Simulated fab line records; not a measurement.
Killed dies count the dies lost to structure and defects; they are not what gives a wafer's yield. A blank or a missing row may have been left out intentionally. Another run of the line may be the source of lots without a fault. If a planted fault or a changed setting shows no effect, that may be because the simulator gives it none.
Split-lot study / flow n5_finfet / 21 wafers read from 7 lots, route of 1938 steps

== SPLIT DETAILS ==
At N5_BEOL_M0_TRENCH_ETCH_107 (etches SiOC in C4F6/O2, target depth 32.8 nm, time 16.4 s), the setting target_depth_a was moved away from the recipe's 328 angstrom on 7 of the 21 wafers read, by -11.5% to +10.2%. The other wafers ran this setting at the recipe's value.

== THE PATH FROM SPLIT TO READING: the file shows 1 step between them ==
- N5_BEOL_M0_STRIP_142: strips in N2/H2, time 10 s

== THE READING ==
trench_depth_nm, in nm, at N5_BEOL_M0_OCD_MEAS_108. On this fab line, fault-free wafers typically give 32.8 nm with a standard deviation of 0.67 nm.

wafer=L075.1; tool, chamber at the split=rie_diel-05, 1; target_depth_a as run, angstrom=328; against the recipe=recipe; trench_depth_nm, nm=32.8; against lot-mates on the recipe=-
wafer=L075.3; tool, chamber at the split=rie_diel-05, 0; target_depth_a as run, angstrom=328; against the recipe=recipe; trench_depth_nm, nm=32.3; against lot-mates on the recipe=-
wafer=L075.4; tool, chamber at the split=rie_diel-05, 3; target_depth_a as run, angstrom=328; against the recipe=recipe; trench_depth_nm, nm=32.5; against lot-mates on the recipe=-
wafer=L078.1; tool, chamber at the split=rie_diel-06, 0; target_depth_a as run, angstrom=328; against the recipe=recipe; trench_depth_nm, nm=32.7; against lot-mates on the recipe=-
wafer=L078.2; tool, chamber at the split=rie_diel-06, 3; target_depth_a as run, angstrom=328; against the recipe=recipe; trench_depth_nm, nm=31.3; against lot-mates on the recipe=-
wafer=L078.6; tool, chamber at the split=rie_diel-06, 0; target_depth_a as run, angstrom=344.7; against the recipe=+5.1%; trench_depth_nm, nm=34.0; against lot-mates on the recipe=+2.0
wafer=L085.1; tool, chamber at the split=rie_diel-05, 3; target_depth_a as run, angstrom=328; against the recipe=recipe; trench_depth_nm, nm=34.0; against lot-mates on the recipe=-
wafer=L085.5; tool, chamber at the split=rie_diel-05, 2; target_depth_a as run, angstrom=328; against the recipe=recipe; trench_depth_nm, nm=33.4; against lot-mates on the recipe=-
wafer=L085.6; tool, chamber at the split=rie_diel-05, 3; target_depth_a as run, angstrom=328; against the recipe=recipe; trench_depth_nm, nm=34.2; against lot-mates on the recipe=-
wafer=L087.3; tool, chamber at the split=rie_diel-05, 3; target_depth_a as run, angstrom=353.1; against the recipe=+7.7%; trench_depth_nm, nm=35.7; against lot-mates on the recipe=+3.6
wafer=L087.4; tool, chamber at the split=rie_diel-05, 1; target_depth_a as run, angstrom=328; against the recipe=recipe; trench_depth_nm, nm=32.1; against lot-mates on the recipe=-
wafer=L087.6; tool, chamber at the split=rie_diel-05, 3; target_depth_a as run, angstrom=353.1; against the recipe=+7.7%; trench_depth_nm, nm=36.0; against lot-mates on the recipe=+3.9
wafer=L093.3; tool, chamber at the split=rie_diel-05, 2; target_depth_a as run, angstrom=328; against the recipe=recipe; trench_depth_nm, nm=33.1; against lot-mates on the recipe=-
wafer=L093.4; tool, chamber at the split=rie_diel-05, 3; target_depth_a as run, angstrom=328; against the recipe=recipe; trench_depth_nm, nm=33.0; against lot-mates on the recipe=-
wafer=L093.6; tool, chamber at the split=rie_diel-05, 1; target_depth_a as run, angstrom=328; against the recipe=recipe; trench_depth_nm, nm=32.8; against lot-mates on the recipe=-
wafer=L092.1; tool, chamber at the split=rie_diel-06, 2; target_depth_a as run, angstrom=290.4; against the recipe=-11.5%; trench_depth_nm, nm=29.6; against lot-mates on the recipe=-3.2
wafer=L092.3; tool, chamber at the split=rie_diel-06, 1; target_depth_a as run, angstrom=328; against the recipe=recipe; trench_depth_nm, nm=32.8; against lot-mates on the recipe=-
wafer=L092.6; tool, chamber at the split=rie_diel-06, 1; target_depth_a as run, angstrom=290.4; against the recipe=-11.5%; trench_depth_nm, nm=28.3; against lot-mates on the recipe=-4.5
wafer=L097.3; tool, chamber at the split=rie_diel-05, 2; target_depth_a as run, angstrom=361.5; against the recipe=+10.2%; trench_depth_nm, nm=37.2; against lot-mates on the recipe=+3.4
wafer=L097.5; tool, chamber at the split=rie_diel-05, 2; target_depth_a as run, angstrom=328; against the recipe=recipe; trench_depth_nm, nm=33.8; against lot-mates on the recipe=-
wafer=L097.6; tool, chamber at the split=rie_diel-05, 3; target_depth_a as run, angstrom=361.5; against the recipe=+10.2%; trench_depth_nm, nm=36.8; against lot-mates on the recipe=+3.0

FIT RESULTS
A straight line over all 21 wafers: trench_depth_nm changes by +0.365 nm for each +1% of target_depth_a; r = +0.94; the points scatter about the line by 0.72 nm.
The same after taking each lot's own level away (the mean of its wafers on the recipe; 21 wafers): +0.357 nm for each +1%; r = +0.97; scatter 0.51 nm.
According to that fit, moving target_depth_a by its largest amount changes the reading by 4.1 nm.
Across the lots, their own levels run from 32.00 to 33.87 nm, a range of 2.8 times the standard deviation given above.
The two slopes agree, so the slope changes little with the lot-to-lot level.
Check: with one of the wafers moved furthest among these (-11.5%) left out of the fit, the line predicts -4.36 nm for it against its lot-mates. It came out at -3.2 nm against them.

== THE WHOLE CHAIN: every reading that the file lists as answering this split, in the file's order ==
step=N5_BEOL_M0_TRENCH_ETCH_107; what it does=etches SiOC in C4F6/O2, target depth 32.8 nm, time 16.4 s; reading=BEOL_M0.feature_depth_nm (the simulator's own value, which no gauge read); change (the file's fit)=+0.345 nm for each +1% of the setting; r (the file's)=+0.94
step=N5_BEOL_M0_OCD_MEAS_108; what it does=; reading=trench_depth_nm; change (the file's fit)=+0.36 nm for each +1% of the setting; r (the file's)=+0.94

== THE FILE'S OWN FIT ==
trench_depth_nm changes by +0.36 nm for each +1% of target_depth_a, r = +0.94.
